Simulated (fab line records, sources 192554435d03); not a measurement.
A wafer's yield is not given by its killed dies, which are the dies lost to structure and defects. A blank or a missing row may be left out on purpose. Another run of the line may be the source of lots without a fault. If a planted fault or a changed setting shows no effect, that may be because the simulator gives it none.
fab line records | flow n5Finfet | part 2 of 2: steps 5 to 6 of 6
record lots=21 wafers=63 lastDay=19
route steps=1938 shown SD_ACTIVATION@331 ILD0@338 SDB@347 HKMG_FIN@445
lots that met no fault: taken from a fault-free run of the same line
startH: the number of hours between the record's first day and the start of the first shown wafer of the lot | waitH: time in hours since the lot's previous step | " unchanged from the row above | L1.1+2: one row covering several wafers at once | - no value, or no start was given | * or withheld: withheld | < > ~ a bound
route shown NAME@n: names a module that has steps shown in the file, with the first one's number in the route | usual: mean/standard deviation of fault-free wafers | same: alike in all rows | chamber/n: place in a boat | sites: readings site by site | _std_site: their standard deviation | _edge_site: outer sites' mean less inner sites' | radiusMm: how far each site lies from the wafer's centre | mask NAME#n: copy n | behind: the most recent tool/chamber to have shaped the wafer | hold: why the lot was held/for how many hours/how that ended | device: which transistor (n, p or np) failed to switch | end of line: the same wafers' tests at the end of the route | where a step has no rows: the recipe by itself | killed: dies that structure and defects cost at the first sort, which is not the same as the wafer's yield | map: a wafer's dies, marking killed ones x, the rest . and places with no die _
set.NAME: the setting as run; set.NAME@STEP: as run at that earlier step | model.NAME: the simulator's own value behind a step, which no gauge read
route steps across a sampled set of lots; one table per step, one row per wafer
services: when a tool's chamber went out of use (startH, in hours from the record's first day, below 0 if earlier), for how many hours, and the reason
## steps
# step N5_HKMG_FIN_STRIP_89
# recipe chemistry=N2/H2 material=SOC timeS=20 powerW=500 tempC=40 pressureMtorr=50 rfFrequencyHz=6e+07 biasPowerW=8 h2Frac=0.5 n2FlowSccm=300 h2FlowSccm=300
# usual chamberPressureMTorr=49.99/0.045 drypumpMotorCurrentA=5.8/0.49 oesProductAu=0.76/0.092 rfFwdPowerW=496.6/1.6 rfVppV=54.1/0.97 showerheadPlenumPTorr=3.32/0.11 throttleValvePct=19.1/0.41
# columns lot.wafer tool chamber startH waitH chamberPressureMTorr drypumpMotorCurrentA oesProductAu rfFwdPowerW rfHoursCounterH rfVppV showerheadPlenumPTorr throttleValvePct
L074.1 rieDiel-04 0 79.58 0.0 50.04 6.0 0.79 496.1 99 53.6 3.39 19.6
L074.3 " 1 " " 49.97 6.4 0.67 498.3 219 54.3 3.47 19.2
L074.6 " 3 " " 49.97 5.2 0.71 498.5 - 55.3 3.19 18.6
L075.2 rieDiel-04 2 90.54 0.0 49.99 5.6 0.73 496.9 165 53.0 3.21 19.4
L075.4 " 1 " " 50.04 6.4 0.66 498.2 223 53.1 3.46 19.3
L075.6 " 0 " " 49.95 6.0 0.79 498.5 - 55.0 3.39 19.6
L076.1 rieDiel-04 0 90.68 0.0 49.93 6.0 0.79 497.3 103 53.5 3.39 19.6
L076.4 " 3 " " 49.91 5.2 0.71 496.5 201 54.7 3.19 18.6
L076.5 " 1 " " 50.02 6.4 0.67 496.9 - 53.9 3.46 19.3
L077.1 rieDiel-01 2 95.48 0.0 50.06 6.6 0.78 495.2 126 53.4 3.24 19.8
L077.4 " 2 " " 49.95 6.6 0.78 494.9 - 53.5 3.24 19.8
L077.5 " 3 " " 50.05 5.9 1.02 498.6 - 54.0 3.28 18.1
L078.1 rieDiel-03 0 103.14 0.0 50.06 5.6 0.70 497.3 199 53.9 3.23 19.2
L078.3 " 2 " " 49.96 5.3 0.79 496.4 97 53.4 3.25 18.8
L078.4 " 3 " " 50.01 6.5 0.74 495.3 181 55.9 3.49 19.3
L080.1 rieDiel-03 0 116.61 0.0 50.02 5.6 0.69 498.1 203 54.1 3.22 19.2
L080.4 " 2 " " 49.99 5.3 0.78 497.0 100 53.6 3.25 18.8
L080.6 " 1 " " 50.07 5.2 0.69 495.2 - 54.2 3.46 19.1
L081.1 rieDiel-01 3 122.99 0.0 50.00 6.0 0.96 498.3 14 54.4 3.27 18.2
L081.3 " 2 " " 49.94 6.6 0.77 495.5 137 53.3 3.23 19.8
L081.4 " 1 " " 49.96 5.8 0.94 499.2 8 55.6 3.30 18.8
L082.3 rieDiel-03 2 133.23 0.0 49.94 5.3 0.79 498.6 105 53.1 3.25 18.8
L082.4 " 1 " " 50.05 5.2 0.70 494.7 235 53.3 3.46 19.1
L082.6 " 3 " " 49.96 6.5 0.73 498.0 - 55.1 3.48 19.3
L083.2 rieDiel-03 2 134.92 0.0 50.01 5.2 0.79 498.9 105 52.8 3.25 18.8
L083.4 " 0 " " 50.02 5.6 0.69 497.6 210 52.8 3.22 19.2
L083.6 " 3 " " 49.98 6.5 0.73 497.9 - 53.6 3.48 19.3
L085.2 rieDiel-01 0 150.65 0.0 50.00 6.4 0.71 496.2 180 55.2 3.46 19.2
L085.3 " 2 " " 49.90 6.6 0.76 494.4 146 54.0 3.23 19.9
L085.4 " 1 " " 49.99 5.8 0.91 496.7 16 53.8 3.30 18.8
L086.1 rieDiel-04 3 152.81 0.0 50.03 5.2 0.69 499.5 227 52.6 3.17 18.7
L086.5 " 0 " " 49.96 6.0 0.76 500.4 - 53.7 3.37 19.6
L086.6 " 3 " " 49.96 5.2 0.69 495.5 - 54.2 3.18 18.7
L087.1 rieDiel-04 3 157.67 0.0 50.00 5.2 0.69 496.4 229 53.6 3.17 18.7
L087.2 " 2 " " 49.99 5.6 0.71 494.4 173 53.9 3.21 19.4
L087.5 " 3 " " 50.05 5.2 0.69 496.7 - 54.8 3.17 18.7
L088.1 rieDiel-03 1 165.14 0.0 50.00 5.2 0.69 493.3 245 55.7 3.45 19.1
L088.3 " 0 " " 49.95 5.6 0.69 495.2 218 51.4 3.22 19.2
L088.6 " 2 " " 49.97 5.3 0.78 496.1 - 53.5 3.24 18.8
L089.2 rieDiel-04 2 169.97 0.1 50.00 5.6 0.71 493.7 180 54.4 3.21 19.4
L089.3 " 2 " " 49.96 5.6 0.70 498.3 - 53.7 3.21 19.4
L089.6 " 2 " " 49.92 5.6 0.71 497.3 - 52.2 3.21 19.4
L091.1 rieDiel-03 0 179.05 0.0 49.98 5.6 0.68 496.3 223 54.7 3.21 19.2
L091.2 " 3 " " 49.91 6.5 0.72 498.0 205 54.3 3.47 19.3
L091.6 " 1 " " 50.00 5.2 0.68 495.1 - 53.4 3.45 19.1
L092.1 rieDiel-01 2 187.56 0.0 50.06 6.6 0.75 495.0 156 54.1 3.22 19.9
L092.2 " 0 " " 49.95 6.4 0.71 496.5 192 55.3 3.45 19.2
L092.6 " 1 " " 49.93 5.8 0.89 498.4 - 53.0 3.29 18.8
L093.1 rieDiel-03 0 194.47 0.0 50.05 5.6 0.67 495.6 229 52.8 3.21 19.2
L093.4 " 2 " " 50.04 5.3 0.76 497.6 - 53.9 3.24 18.8
L093.6 " 3 " " 50.05 6.5 0.72 497.2 - 53.8 3.47 19.3
L094.1 rieDiel-01 3 201.08 0.0 49.97 6.0 0.91 495.7 40 53.0 3.26 18.2
L094.2 " 1 " " 49.99 5.8 0.88 498.8 35 53.1 3.29 18.8
L094.5 " 1 " " 50.04 5.7 0.89 497.5 - 55.1 3.29 18.8
L095.2 rieDiel-03 3 204.13 0.0 49.93 6.5 0.70 496.8 218 54.8 3.47 19.4
L095.5 " 0 " " 49.99 5.6 0.67 494.0 - 53.8 3.21 19.2
L095.6 " 1 " " 49.97 5.3 0.98 494.1 - 53.4 3.45 18.7
L096.2 rieDiel-03 2 216.46 0.0 50.03 5.3 0.75 495.0 137 55.8 3.23 18.8
L096.4 " 2 " " 49.97 5.3 0.75 497.4 - 52.9 3.23 18.8
L096.5 " 1 " " 49.91 5.2 0.94 492.4 - 52.0 3.44 18.7
L097.2 rieDiel-03 0 217.66 0.0 50.00 5.6 0.66 496.1 242 55.3 3.20 19.2
L097.3 " 1 " " 49.97 5.2 0.94 496.9 7 54.2 3.44 18.7
L097.6 " 1 " " 49.94 5.2 0.95 497.0 - 54.5 3.44 18.7
# step N5_HKMG_FIN_STRIP_69
# recipe chemistry=N2/H2 powerW=2500 tempC=300 h2Frac=0.65 timeS=360 pressureMtorr=withheld n2FlowSccm=1750 h2FlowSccm=3250
# usual drypumpMotorCurrentA=5.89/0.19 heaterPowerW=461/41
# columns lot.wafer tool chamber startH waitH drypumpMotorCurrentA heaterPowerW rfHoursCounterH
L074.1 plasmaAsher-01 0 80.99 0.1 6.02 476 36
L074.3 " 0 " " 6.02 483 -
L074.6 " 0 " " 6.03 485 -
L075.2 plasmaAsher-01 1 92.11 0.1 5.78 425 38
L075.4 " 0 " " 6.04 494 -
L075.6 " 1 " " 5.79 429 -
L076.1 plasmaAsher-02 0 92.13 0.1 6.13 423 81
L076.4 " 0 " " 6.15 435 -
L076.5 " 0 " " 6.20 432 -
L077.1 plasmaAsher-01 1 96.85 0.1 5.78 427 39
L077.4 " 1 " " 5.76 418 -
L077.5 " 0 " " 5.99 475 -
L078.1 plasmaAsher-01 0 104.52 0.1 6.00 474 41
L078.3 " 1 " " 5.79 424 -
L078.4 " 0 " " 6.01 475 -
L080.1 plasmaAsher-01 1 118.01 0.1 5.80 437 43
L080.4 " 1 " " 5.78 419 -
L080.6 " 0 " " 6.02 470 -
L081.1 plasmaAsher-01 0 124.44 0.1 6.06 478 45
L081.3 " 1 " " 5.78 427 -
L081.4 " 0 " " 6.04 479 -
L082.3 plasmaAsher-01 0 134.72 0.2 6.01 482 -
L082.4 " 1 " " 5.78 429 -
L082.6 " 1 " " 5.80 430 -
L083.2 plasmaAsher-01 1 136.29 0.1 5.81 415 46
L083.4 " 1 " " 5.82 431 -
L083.6 " 1 " " 5.81 424 -
L085.2 plasmaAsher-01 1 152.38 0.5 5.79 430 51
L085.3 " 1 " " 5.75 428 -
L085.4 " 0 " " 6.03 473 -
L086.1 plasmaAsher-01 1 154.24 0.1 5.77 420 53
L086.5 " 1 " " 5.78 417 -
L086.6 " 0 " " 6.03 475 -
L087.1 plasmaAsher-01 1 159.14 0.1 5.80 423 55
L087.2 " 0 " " 6.03 495 55
L087.5 " 0 " " 6.04 484 -
L088.1 plasmaAsher-02 0 166.56 0.1 6.12 424 91
L088.3 " 0 " " 6.16 424 -
L088.6 " 1 " " 5.62 520 -
L089.2 plasmaAsher-01 1 171.38 0.1 5.77 423 57
L089.3 " 0 " " 6.03 492 -
L089.6 " 0 " " 6.03 477 -
L091.1 plasmaAsher-02 1 180.43 0.1 5.59 533 93
L091.2 " 0 " " 6.10 426 93
L091.6 " 1 " " 5.60 538 -
L092.1 plasmaAsher-02 0 188.94 0.1 6.15 419 95
L092.2 " 1 " " 5.59 527 95
L092.6 " 0 " " 6.13 425 -
L093.1 plasmaAsher-02 0 196.05 0.1 6.13 416 98
L093.4 " 1 " " 5.60 515 -
L093.6 " 0 " " 6.15 423 -
L094.1 plasmaAsher-02 0 202.56 0.1 6.10 427 99
L094.2 " 1 " " 5.63 529 99
L094.5 " 0 " " 6.10 426 -
L095.2 plasmaAsher-02 1 205.69 0.1 5.58 531 100
L095.5 " 0 " " 6.14 424 -
L095.6 " 1 " " 5.59 518 -
L096.2 plasmaAsher-01 1 217.83 0.1 5.81 418 65
L096.4 " 0 " " 6.01 482 -
L096.5 " 1 " " 5.81 436 -
L097.2 plasmaAsher-01 0 219.04 0.1 6.02 477 65
L097.3 " 1 " " 5.77 421 -
L097.6 " 0 " " 6.01 498 -
## services
# columns tool chamber startH hours kind
cmp-03 - 42.40 3.4 repair
cmp-01 - 44.11 9.9 pm
pecvd-03 1 59.37 15.9 repair
cmp-03 - 66.21 4.0 pm
laserAnneal-01 - 80.60 2.2 pm
rieDiel-03 3 86.91 5.4 repair
cmp-04 - 88.49 0.9 repair
rieDiel-01 0 100.51 13.7 repair
rieDiel-04 2 110.41 45.9 repair
rieDiel-04 - 115.75 0.4 repair
laserAnneal-02 - 128.00 2.3 pm
plasmaAsher-02 - 140.98 21.8 repair
cmp-04 - 145.15 4.0 pm
rieDiel-04 0 159.67 9.2 repair
cmp-03 - 161.38 0.3 repair
pecvd-01 - 164.40 1.5 repair
rieDiel-04 3 166.89 6.3 repair
cmp-04 - 170.40 5.5 pm
plasmaAsher-01 - 188.63 5.5 repair
cmp-03 - 193.45 7.5 pm
pecvd-01 - 195.97 1.0 repair
rieDiel-01 2 196.01 16.2 repair
cmp-04 - 210.22 3.0 repair
cmp-03 - 212.44 7.1 pm
